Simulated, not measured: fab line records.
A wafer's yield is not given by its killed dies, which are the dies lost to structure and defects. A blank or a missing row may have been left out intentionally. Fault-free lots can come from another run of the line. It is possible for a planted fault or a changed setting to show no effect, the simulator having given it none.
fab line records	flow n5_finfet
[record] lots = 11	wafers = 30	last_day = 18
route steps=1938 shown BEOL_M0@736 BEOL_M1@751 BEOL_M4@1111
lots untouched by any fault: they come from a run of this same line in which no faults occurred
start_h: hours from the record's opening day to when the first of the lot's shown wafers began	wait_h: hours since the lot's step before	" unchanged from the row above	L1.1+2: a single row standing in for several wafers	- no value, or no start was given	* or withheld: withheld	< > ~ a bound
route shown NAME@n: NAME is a module with steps in the file, n the number in the route of the first one	usual: mean/standard deviation taken from wafers without a fault	same: alike in all rows	chamber/n: place in a boat	sites: each site's reading	_std_site: how widely they spread, as a standard deviation	_edge_site: the outer-site mean with the inner-site mean subtracted	radius_mm: for every site, how far away it sits from the centre of the wafer	mask NAME#n: copy n	behind: the last tool/chamber to shape the wafer	hold: why the lot was held/for how many hours/how that ended	device: transistor that didn't switch, given as n, p or np	end of line: tests run on the same wafers once the route is complete	for a step that has no rows: nothing shown but its recipe	killed: the dies lost at the first sort to structure and to defects; this is not the yield of the wafer	map: the dies of a wafer, with x for killed, . for not killed, _ for no die there
set.NAME: the run value of the setting; set.NAME@STEP: its run value at that earlier step	model.NAME: the simulator's own value behind a step, which no gauge read
one table for each step of the route and one row for each wafer, over a sample of lots
services: the hour from which a tool's chamber was out of use, counted from the record's first day as start_h (under 0 if before that day), plus the number of hours and why
[[steps]]
[step N5_BEOL_M0_SPUTTER_132]
[recipe] material = Cu	target_thk_a = 40	temp_c = -20	chamber_pressure_pa = 0.07	power_w = withheld	time_s = 7.37
[usual] chamber_pressure_pa = 0.07003/0.00015	substrate_temp_c = -20.00/0.1	throttle_valve_pct = 29.8/0.86
lot.wafer	tool	chamber	start_h	wait_h	chamber_pressure_pa	substrate_temp_c	throttle_valve_pct
L715.1	pvd_sputter-03	-	124.17	0.0	0.07007	-19.92	30.3
L715.4	"	-	"	"	0.06997	-19.89	30.7
L715.6	"	-	"	"	0.07003	-20.19	29.4
L721.2	pvd_sputter-01	-	164.15	0.0	0.06996	-19.92	30.3
L721.3	"	-	"	"	0.07025	-20.24	30.7
L724.1	pvd_sputter-01	-	181.16	0.0	0.07012	-20.07	30.5
L724.4	"	-	"	"	0.07017	-20.06	30.1
L724.6	"	-	"	"	0.06998	-20.10	29.4
L726.3	pvd_sputter-02	-	198.10	0.0	0.07014	-20.10	28.0
L726.4	"	-	"	"	0.06998	-19.93	30.7
L726.6	"	-	"	"	0.07023	-19.90	28.0
L727.2	pvd_sputter-03	-	202.78	0.0	0.07008	-20.04	29.6
L727.4	"	-	"	"	0.06986	-19.94	29.5
L728.3	pvd_sputter-01	-	210.37	0.0	0.07002	-20.03	29.6
L728.4	"	-	"	"	0.06996	-20.07	30.5
L728.5	"	-	"	"	0.06986	-20.07	30.5
L730.1	pvd_sputter-03	-	218.05	0.0	0.06978	-19.92	30.1
L730.2	"	-	"	"	0.07008	-20.02	30.9
L730.3	"	-	"	"	0.06998	-20.18	29.4
L731.1	pvd_sputter-01	-	227.52	0.0	0.06983	-20.02	29.6
L731.5	"	-	"	"	0.06992	-20.13	29.5
L731.6	"	-	"	"	0.07014	-20.00	28.9
L734.2	pvd_sputter-01	-	241.36	0.0	0.06996	-19.92	30.1
L734.5	"	-	"	"	0.0701	-20.01	30.4
L736.1	pvd_sputter-03	-	256.80	0.0	0.06972	-19.94	30.1
L736.4	"	-	"	"	0.07013	-19.95	29.5
L736.6	"	-	"	"	0.06995	-19.90	29.3
L737.2	pvd_sputter-03	-	263.78	0.0	0.0698	-19.79	29.6
L737.5	"	-	"	"	0.06994	-19.92	30.8
L737.6	"	-	"	"	0.06996	-20.07	29.6
[step N5_BEOL_M0_ANNEAL_133]
[recipe] temp_c = 400	time_s = 60	ambient = vacuum
[usual] heater_power_w = 797/82
lot.wafer	tool	chamber	start_h	wait_h	heater_power_w
L715.1	pvd_sputter-03	-	124.25	0.0	757
L715.4	"	-	"	"	686
L715.6	"	-	"	"	629
L721.2	pvd_sputter-01	-	164.23	0.0	868
L721.3	"	-	"	"	804
L724.1	pvd_sputter-01	-	181.24	0.0	774
L724.4	"	-	"	"	882
L724.6	"	-	"	"	726
L726.3	pvd_sputter-02	-	198.18	0.0	866
L726.4	"	-	"	"	847
L726.6	"	-	"	"	881
L727.2	pvd_sputter-03	-	202.86	0.0	654
L727.4	"	-	"	"	956
L728.3	pvd_sputter-01	-	210.45	0.0	725
L728.4	"	-	"	"	818
L728.5	"	-	"	"	769
L730.1	pvd_sputter-03	-	218.13	0.0	765
L730.2	"	-	"	"	710
L730.3	"	-	"	"	977
L731.1	pvd_sputter-01	-	227.60	0.0	719
L731.5	"	-	"	"	721
L731.6	"	-	"	"	817
L734.2	pvd_sputter-01	-	241.44	0.0	869
L734.5	"	-	"	"	875
L736.1	pvd_sputter-03	-	256.88	0.0	776
L736.4	"	-	"	"	658
L736.6	"	-	"	"	945
L737.2	pvd_sputter-03	-	263.86	0.0	654
L737.5	"	-	"	"	686
L737.6	"	-	"	"	668
[step N5_BEOL_M0_CO_CAP_123]
[recipe] material = Co	target_thk_a = 20	temp_c = 200	precursor = CCTBA/H2	pressure_torr = 30	time_s = 102.1
[usual] chamber_pressure_Torr = 29.99/0.059	heater_power_outer_w = 120/11	heater_power_w = 226/14
lot.wafer	tool	chamber	start_h	wait_h	chamber_pressure_Torr	heater_power_outer_w	heater_power_w
L715.1	cvd_co-02	0	125.32	0.0	30.03	113	227
L715.4	"	2	"	"	29.99	106	203
L715.6	"	1	"	"	29.92	123	243
L721.2	cvd_co-01	2	165.25	0.0	29.90	139	244
L721.3	"	1	"	"	30.01	111	209
L724.1	cvd_co-01	0	182.39	0.0	29.93	122	218
L724.4	"	1	"	"	29.91	110	211
L724.6	"	2	"	"	30.06	140	242
L726.3	cvd_co-01	0	199.20	0.0	30.02	120	220
L726.4	"	0	"	"	29.94	118	219
L726.6	"	2	"	"	29.99	140	239
L727.2	cvd_co-02	2	203.89	0.0	29.97	105	206
L727.4	"	2	"	"	30.02	106	212
L728.3	cvd_co-02	0	212.03	0.0	-	-	-
L728.4	"	2	"	"	-	-	-
L728.5	"	1	"	"	-	-	-
L730.1	cvd_co-02	0	219.59	0.0	-	-	-
L730.2	"	1	"	"	-	-	-
L730.3	"	2	"	"	-	-	-
L731.1	cvd_co-01	0	228.62	0.0	-	-	-
L731.5	"	1	"	"	-	-	-
L731.6	"	0	"	"	-	-	-
L734.2	cvd_co-02	2	242.76	0.0	29.99	108	209
L734.5	"	0	"	"	30.05	116	235
L736.1	cvd_co-02	0	258.17	0.0	29.95	115	231
L736.4	"	0	"	"	29.87	116	231
L736.6	"	1	"	"	29.88	125	251
L737.2	cvd_co-02	2	264.93	0.0	30.00	106	205
L737.5	"	1	"	"	29.95	124	242
L737.6	"	2	"	"	29.96	107	207
[step N5_BEOL_M1_ILD_DEP_00]
[recipe] material = SiOC	target_thk_a = 790	temp_c = 350	precursor = DEMS/O2	pressure_torr = 5	rf_w = 500	time_s = 15.3
[usual] heater_power_w = 447/54	rf_fwd_power_W = 494.1/1.9	showerhead_plenum_p_Torr = 5.696/0.016	showerhead_vpp_V = 1362/61	throttle_valve_pct = 11.9/0.52
lot.wafer	tool	chamber	start_h	wait_h	heater_power_w	rf_fwd_power_W	showerhead_plenum_p_Torr	showerhead_vpp_V	throttle_valve_pct
L715.1	pecvd-01	1	125.56	0.0	391	493.0	5.701	1377	11.5
L715.4	"	2	"	"	445	493.8	5.693	1391	11.2
L715.6	"	1	"	"	375	494.1	5.695	1369	11.5
L721.2	pecvd-03	1	165.50	0.0	415	492.4	5.693	1338	12.6
L721.3	"	0	"	"	473	494.0	5.682	1292	11.8
L724.1	pecvd-02	1	182.64	0.0	410	494.4	5.708	1320	12.5
L724.4	"	1	"	"	423	490.6	5.719	1315	12.7
L724.6	"	0	"	"	457	492.2	5.719	1343	12.1
L726.3	pecvd-01	1	199.45	0.0	385	497.8	5.673	1376	11.4
L726.4	"	1	"	"	395	496.0	5.691	1407	11.4
L726.6	"	0	"	"	567	495.7	5.717	1534	11.4
L727.2	pecvd-02	2	204.14	0.0	405	498.8	5.656	1295	12.2
L727.4	"	2	"	"	404	496.1	5.689	1306	12.0
L728.3	pecvd-03	0	212.30	0.0	471	495.3	5.665	1282	12.0
L728.4	"	0	"	"	486	497.3	5.678	1303	12.0
L728.5	"	2	"	"	433	492.0	5.695	1361	11.3
L730.1	pecvd-01	0	219.84	0.0	607	495.2	5.721	1529	11.9
L730.2	"	1	"	"	414	494.9	5.687	1366	11.3
L730.3	"	0	"	"	584	496.3	5.709	1515	12.0
L731.1	pecvd-02	1	228.90	0.0	465	491.4	5.711	1325	12.6
L731.5	"	2	"	"	442	499.8	5.654	1337	11.9
L731.6	"	0	"	"	373	492.2	5.717	1349	12.5
L734.2	pecvd-02	1	243.01	0.0	504	490.7	5.698	1316	12.8
L734.5	"	2	"	"	395	497.1	5.654	1315	12.2
L736.1	pecvd-02	2	258.42	0.0	423	494.5	5.655	1327	12.1
L736.4	"	2	"	"	420	495.4	5.674	1291	12.1
L736.6	"	1	"	"	441	492.4	5.708	1310	12.5
L737.2	pecvd-03	2	265.18	0.0	401	493.0	5.695	1375	11.3
L737.5	"	2	"	"	416	493.9	5.711	1378	11.3
L737.6	"	0	"	"	434	496.7	5.686	1309	12.1
[step N5_BEOL_M4_RC_MEAS_101]
[usual] DIBL_N = 37.4/2.1	DIBL_P = 37.8/2.5	IOFF_N = 0.19/0.045	IOFF_P = 0.24/0.05	ION_N = 682/16	ION_P = 467/11	SS_N = 71.9/0.67	SS_P = 73.6/0.76	VT_N = 247/3.6	VT_P = -248/3.6
lot.wafer	tool	chamber	start_h	wait_h	DIBL_N[mV/V]	DIBL_P[mV/V]	IOFF_N[nA/um]	IOFF_P[nA/um]	ION_N[uA/um]	ION_P[uA/um]	SS_N[mV/dec]	SS_P[mV/dec]	VT_N[mV]	VT_P[mV]
L715.1	prober-02	0	164.85	0.0	38.1	39.5	0.21	0.28	690	475	71.5	73.1	244	-245
L715.4	"	0	"	"	38.6	39.0	0.22	0.29	698	479	71.9	73.1	243	-244
L715.6	"	0	"	"	36.7	37.9	0.19	0.28	696	477	71.7	72.5	241	-243
L721.2	prober-02	0	215.91	0.2	38.6	38.7	0.20	0.21	692	458	72.2	74.4	246	-255
L721.3	"	0	"	"	36.3	36.8	0.16	0.19	667	448	72.1	73.4	246	-254
L724.1	prober-01	0	231.84	0.0	37.0	37.4	0.17	0.23	688	469	71.7	73.8	249	-246
L724.4	"	0	"	"	42.1	43.0	0.29	0.36	691	468	72.6	74.5	244	-241
L724.6	"	0	"	"	38.8	39.4	0.19	0.26	669	458	71.3	73.7	249	-245
L726.3	prober-01	0	245.91	0.3	41.3	43.0	0.24	0.33	676	463	72.7	74.0	245	-246
L726.4	"	0	"	"	40.2	42.4	0.24	0.32	695	479	72.9	74.7	245	-247
L726.6	"	0	"	"	39.6	40.5	0.23	0.28	713	481	72.3	74.7	245	-246
L727.2	prober-02	0	254.80	1.0	34.6	33.4	0.14	0.15	664	440	71.1	73.0	254	-256
L727.4	"	0	"	"	39.8	42.2	0.24	0.29	681	457	71.7	74.8	244	-248
L728.3	prober-02	0	259.51	0.3	38.9	38.7	0.21	0.27	671	464	72.6	74.2	245	-245
L728.4	"	0	"	"	41.0	41.4	0.25	0.33	671	463	73.6	75.0	244	-241
L728.5	"	0	"	"	38.5	37.7	0.21	0.26	693	470	73.0	73.8	244	-244
L730.1	prober-02	0	277.89	0.0	36.5	36.2	0.16	0.21	671	456	71.4	73.0	248	-249
L730.2	"	0	"	"	35.8	36.9	0.16	0.22	687	474	71.8	73.5	250	-250
L730.3	"	0	"	"	36.6	37.4	0.18	0.25	693	472	72.0	73.6	246	-247
L731.1	prober-01	0	283.37	0.0	40.4	43.3	0.25	0.38	675	465	72.9	75.2	243	-243
L731.5	"	0	"	"	37.5	37.7	0.17	0.23	663	453	72.1	72.9	252	-249
L731.6	"	0	"	"	40.2	42.0	0.26	0.35	710	484	71.9	74.2	241	-239
L734.2	prober-02	0	288.22	0.2	37.6	37.5	0.20	0.27	715	493	71.5	73.7	246	-244
L734.5	"	0	"	"	36.1	36.6	0.19	0.28	697	485	71.0	74.0	247	-242
L736.1	prober-01	0	315.96	0.0	36.1	36.7	0.15	0.20	659	448	71.9	72.8	251	-252
L736.4	"	0	"	"	35.7	36.4	0.15	0.21	656	452	71.4	73.3	248	-249
L736.6	"	0	"	"	35.1	36.8	0.14	0.21	673	461	72.2	73.0	250	-252
L737.2	prober-02	0	330.09	0.2	32.9	33.6	0.11	0.19	677	477	70.8	72.6	253	-247
L737.5	"	0	"	"	37.6	38.6	0.20	0.29	699	483	72.1	74.1	245	-245
L737.6	"	0	"	"	31.9	32.6	0.10	0.18	665	468	71.5	72.6	257	-248
[[services]]
tool	chamber	start_h	hours	kind
pecvd-01	1	103.24	2.1	scheduled_down
cvd_co-01	1	114.67	-	clean
cvd_co-01	1	114.67	22.0	scheduled_down
cvd_co-01	1	114.67	22.0	vent_cycle
pecvd-01	0	125.43	5.5	scheduled_down
pecvd-02	-	140.79	14.6	pm
cvd_co-02	2	161.91	7.8	repair
pecvd-03	2	165.01	2.1	scheduled_down
pecvd-02	2	166.02	23.7	repair
pecvd-03	0	175.21	5.5	scheduled_down
pecvd-01	0	175.57	5.5	scheduled_down
pecvd-01	-	188.36	0.8	repair
pecvd-03	1	189.02	5.5	scheduled_down
cvd_co-02	1	191.08	4.8	repair
cvd_co-02	-	199.26	2.8	pm
pecvd-02	0	200.13	5.0	scheduled_down
pecvd-01	2	202.38	-	clean
pecvd-01	2	202.38	-	consumable_replace:showerhead
pecvd-01	2	202.38	29.0	scheduled_down
pecvd-01	2	202.38	29.0	vent_cycle
cvd_co-01	0	207.82	6.1	repair
pecvd-02	-	239.60	1.0	repair
pecvd-01	-	242.73	2.0	repair
[[key]]
[first_sign] step = N5_BEOL_M0_CO_CAP_123	reading = tool_record	direction = missing
effect none on later readings
met_at N5_BEOL_M0_CO_CAP_123
struck_lots L728,L730,L731
not_acting_at N5_BEOL_M0_SPUTTER_132,N5_BEOL_M0_ANNEAL_133,N5_BEOL_M1_ILD_DEP_00
onset_between 203.89 212.03
[fault] kind = skipped_step_whole	tool = cvd_co-01,cvd_co-02	chamber = -	onset_h = 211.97	steps = N5_BEOL_M0_CO_CAP_123	scope = struck_lots_only
